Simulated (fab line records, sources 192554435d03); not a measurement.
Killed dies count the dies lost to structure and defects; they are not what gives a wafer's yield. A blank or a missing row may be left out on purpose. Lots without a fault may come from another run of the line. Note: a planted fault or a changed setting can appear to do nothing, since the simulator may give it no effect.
Lot-split experiment || flow n5 finfet || 7 lots, 39 wafers read, on a route of 1938 steps

THE SPLIT ITSELF
At N5_DUMMY_GATE_ETCH_32 (etches SiO2 in CF4, target depth 3.5 nm, time 3.9 s), the setting time s was moved away from the recipe's 3.9 s on 9 of the 39 wafers read, by +11.0% to +21.2%. All remaining wafers had this setting at the recipe value.

Reading taken at the split's own step.

THE READING
etch.depth nm (the simulator's own value, which no gauge read), in nm, at N5_DUMMY_GATE_ETCH_32 (etches SiO2 in CF4, target depth 3.5 nm, time 3.9 s). The file gives no usual value for it. The 30 wafers here that ran the recipe average 3.494 nm, standard deviation 0.058 nm.

{"wafer": "L077.1", "tool, chamber at the split": "rie si-01, 1", "time s as run, s": 3.9, "against the recipe": "recipe", "etch.depth nm, nm": 3.416, "against lot-mates on the recipe": "-"}
{"wafer": "L077.2", "tool, chamber at the split": "rie si-01, 3", "time s as run, s": 3.9, "against the recipe": "recipe", "etch.depth nm, nm": 3.472, "against lot-mates on the recipe": "-"}
{"wafer": "L077.3", "tool, chamber at the split": "rie si-01, 0", "time s as run, s": 3.9, "against the recipe": "recipe", "etch.depth nm, nm": 3.459, "against lot-mates on the recipe": "-"}
{"wafer": "L077.4", "tool, chamber at the split": "rie si-01, 2", "time s as run, s": 3.9, "against the recipe": "recipe", "etch.depth nm, nm": 3.553, "against lot-mates on the recipe": "-"}
{"wafer": "L077.5", "tool, chamber at the split": "rie si-01, 3", "time s as run, s": 3.9, "against the recipe": "recipe", "etch.depth nm, nm": 3.495, "against lot-mates on the recipe": "-"}
{"wafer": "L077.6", "tool, chamber at the split": "rie si-01, 0", "time s as run, s": 3.9, "against the recipe": "recipe", "etch.depth nm, nm": 3.465, "against lot-mates on the recipe": "-"}
{"wafer": "L079.2", "tool, chamber at the split": "rie si-03, 2", "time s as run, s": 3.9, "against the recipe": "recipe", "etch.depth nm, nm": 3.454, "against lot-mates on the recipe": "-"}
{"wafer": "L079.4", "tool, chamber at the split": "rie si-03, 0", "time s as run, s": 3.9, "against the recipe": "recipe", "etch.depth nm, nm": 3.491, "against lot-mates on the recipe": "-"}
{"wafer": "L079.6", "tool, chamber at the split": "rie si-03, 0", "time s as run, s": 3.9, "against the recipe": "recipe", "etch.depth nm, nm": 3.436, "against lot-mates on the recipe": "-"}
{"wafer": "L086.1", "tool, chamber at the split": "rie si-05, 2", "time s as run, s": 3.9, "against the recipe": "recipe", "etch.depth nm, nm": 3.55, "against lot-mates on the recipe": "-"}
{"wafer": "L086.2", "tool, chamber at the split": "rie si-05, 1", "time s as run, s": 3.9, "against the recipe": "recipe", "etch.depth nm, nm": 3.621, "against lot-mates on the recipe": "-"}
{"wafer": "L086.3", "tool, chamber at the split": "rie si-05, 0", "time s as run, s": 4.329, "against the recipe": "+11.0%", "etch.depth nm, nm": 3.913, "against lot-mates on the recipe": "+0.400"}
{"wafer": "L086.4", "tool, chamber at the split": "rie si-05, 3", "time s as run, s": 4.329, "against the recipe": "+11.0%", "etch.depth nm, nm": 3.733, "against lot-mates on the recipe": "+0.220"}
{"wafer": "L086.5", "tool, chamber at the split": "rie si-05, 2", "time s as run, s": 4.329, "against the recipe": "+11.0%", "etch.depth nm, nm": 3.961, "against lot-mates on the recipe": "+0.448"}
{"wafer": "L086.6", "tool, chamber at the split": "rie si-05, 3", "time s as run, s": 3.9, "against the recipe": "recipe", "etch.depth nm, nm": 3.367, "against lot-mates on the recipe": "-"}
{"wafer": "L088.1", "tool, chamber at the split": "rie si-01, 1", "time s as run, s": 3.9, "against the recipe": "recipe", "etch.depth nm, nm": 3.482, "against lot-mates on the recipe": "-"}
{"wafer": "L088.2", "tool, chamber at the split": "rie si-01, 2", "time s as run, s": 3.9, "against the recipe": "recipe", "etch.depth nm, nm": 3.582, "against lot-mates on the recipe": "-"}
{"wafer": "L088.3", "tool, chamber at the split": "rie si-01, 0", "time s as run, s": 3.9, "against the recipe": "recipe", "etch.depth nm, nm": 3.499, "against lot-mates on the recipe": "-"}
{"wafer": "L088.4", "tool, chamber at the split": "rie si-01, 3", "time s as run, s": 3.9, "against the recipe": "recipe", "etch.depth nm, nm": 3.504, "against lot-mates on the recipe": "-"}
{"wafer": "L088.5", "tool, chamber at the split": "rie si-01, 1", "time s as run, s": 3.9, "against the recipe": "recipe", "etch.depth nm, nm": 3.421, "against lot-mates on the recipe": "-"}
{"wafer": "L088.6", "tool, chamber at the split": "rie si-01, 2", "time s as run, s": 3.9, "against the recipe": "recipe", "etch.depth nm, nm": 3.557, "against lot-mates on the recipe": "-"}
{"wafer": "L094.1", "tool, chamber at the split": "rie si-01, 2", "time s as run, s": 3.9, "against the recipe": "recipe", "etch.depth nm, nm": 3.572, "against lot-mates on the recipe": "-"}
{"wafer": "L094.2", "tool, chamber at the split": "rie si-01, 0", "time s as run, s": 3.9, "against the recipe": "recipe", "etch.depth nm, nm": 3.518, "against lot-mates on the recipe": "-"}
{"wafer": "L094.3", "tool, chamber at the split": "rie si-01, 3", "time s as run, s": 4.637, "against the recipe": "+18.9%", "etch.depth nm, nm": 4.207, "against lot-mates on the recipe": "+0.698"}
{"wafer": "L094.4", "tool, chamber at the split": "rie si-01, 1", "time s as run, s": 3.9, "against the recipe": "recipe", "etch.depth nm, nm": 3.438, "against lot-mates on the recipe": "-"}
{"wafer": "L094.5", "tool, chamber at the split": "rie si-01, 3", "time s as run, s": 4.637, "against the recipe": "+18.9%", "etch.depth nm, nm": 4.201, "against lot-mates on the recipe": "+0.692"}
{"wafer": "L094.6", "tool, chamber at the split": "rie si-01, 2", "time s as run, s": 4.637, "against the recipe": "+18.9%", "etch.depth nm, nm": 4.261, "against lot-mates on the recipe": "+0.752"}
{"wafer": "L095.1", "tool, chamber at the split": "rie si-01, 0", "time s as run, s": 3.9, "against the recipe": "recipe", "etch.depth nm, nm": 3.528, "against lot-mates on the recipe": "-"}
{"wafer": "L095.2", "tool, chamber at the split": "rie si-01, 2", "time s as run, s": 3.9, "against the recipe": "recipe", "etch.depth nm, nm": 3.563, "against lot-mates on the recipe": "-"}
{"wafer": "L095.3", "tool, chamber at the split": "rie si-01, 1", "time s as run, s": 3.9, "against the recipe": "recipe", "etch.depth nm, nm": 3.459, "against lot-mates on the recipe": "-"}
{"wafer": "L095.4", "tool, chamber at the split": "rie si-01, 3", "time s as run, s": 3.9, "against the recipe": "recipe", "etch.depth nm, nm": 3.524, "against lot-mates on the recipe": "-"}
{"wafer": "L095.5", "tool, chamber at the split": "rie si-01, 2", "time s as run, s": 3.9, "against the recipe": "recipe", "etch.depth nm, nm": 3.566, "against lot-mates on the recipe": "-"}
{"wafer": "L095.6", "tool, chamber at the split": "rie si-01, 1", "time s as run, s": 3.9, "against the recipe": "recipe", "etch.depth nm, nm": 3.448, "against lot-mates on the recipe": "-"}
{"wafer": "L096.1", "tool, chamber at the split": "rie si-01, 0", "time s as run, s": 4.728, "against the recipe": "+21.2%", "etch.depth nm, nm": 4.202, "against lot-mates on the recipe": "+0.745"}
{"wafer": "L096.2", "tool, chamber at the split": "rie si-01, 1", "time s as run, s": 3.9, "against the recipe": "recipe", "etch.depth nm, nm": 3.441, "against lot-mates on the recipe": "-"}
{"wafer": "L096.6", "tool, chamber at the split": "rie si-01, 1", "time s as run, s": 3.9, "against the recipe": "recipe", "etch.depth nm, nm": 3.441, "against lot-mates on the recipe": "-"}
{"wafer": "L096.3", "tool, chamber at the split": "rie si-01, 2", "time s as run, s": 4.728, "against the recipe": "+21.2%", "etch.depth nm, nm": 4.304, "against lot-mates on the recipe": "+0.847"}
{"wafer": "L096.4", "tool, chamber at the split": "rie si-01, 3", "time s as run, s": 3.9, "against the recipe": "recipe", "etch.depth nm, nm": 3.488, "against lot-mates on the recipe": "-"}
{"wafer": "L096.5", "tool, chamber at the split": "rie si-01, 2", "time s as run, s": 4.728, "against the recipe": "+21.2%", "etch.depth nm, nm": 4.257, "against lot-mates on the recipe": "+0.800"}

THE FIT
A straight line over all 39 wafers: etch.depth nm changes by +0.0367 nm for each +1% of time s; r = +0.98; the points scatter about the line by 0.062 nm.
The same after taking each lot's own level away (the mean of its wafers on the recipe; 39 wafers): +0.0371 nm for each +1%; r = +0.98; scatter 0.059 nm.
That fit puts the effect of the largest move of time s on the reading at 0.79 nm.
Measured against the standard deviation above, the lots' own levels, which go from 3.4567 to 3.5147 nm, span 1.0 times it.
The two slopes agree, so the slope changes little with the lot-to-lot level.
Check: with one of the wafers moved furthest among these (+21.2%) left out of the fit, the line predicts +0.793 nm for it against its lot-mates. Against them it came out at +0.745 nm.

FURTHER SPLITS ON THESE WAFERS
These wafers also went through other splits before the reading. Each is held against what the fit with the lots' levels taken away leaves over:
{"other split on the same wafers": "N5_WELL_APT_EXPOSE_22 dose mj", "wafers away from the commonest value": 15, "r with etch.depth nm (lot level and that fit taken away)": -0.06}
{"other split on the same wafers": "N5_WELL_APT_IMPLANT_32 energy kev", "wafers away from the commonest value": 12, "r with etch.depth nm (lot level and that fit taken away)": -0.25}
{"other split on the same wafers": "N5_DUMMY_GATE_ETCH_31 target depth a", "wafers away from the commonest value": 12, "r with etch.depth nm (lot level and that fit taken away)": -0.03}

THE FILE'S OWN FIT
etch.depth nm changes by +0.037 nm for each +1% of time s, r = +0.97.
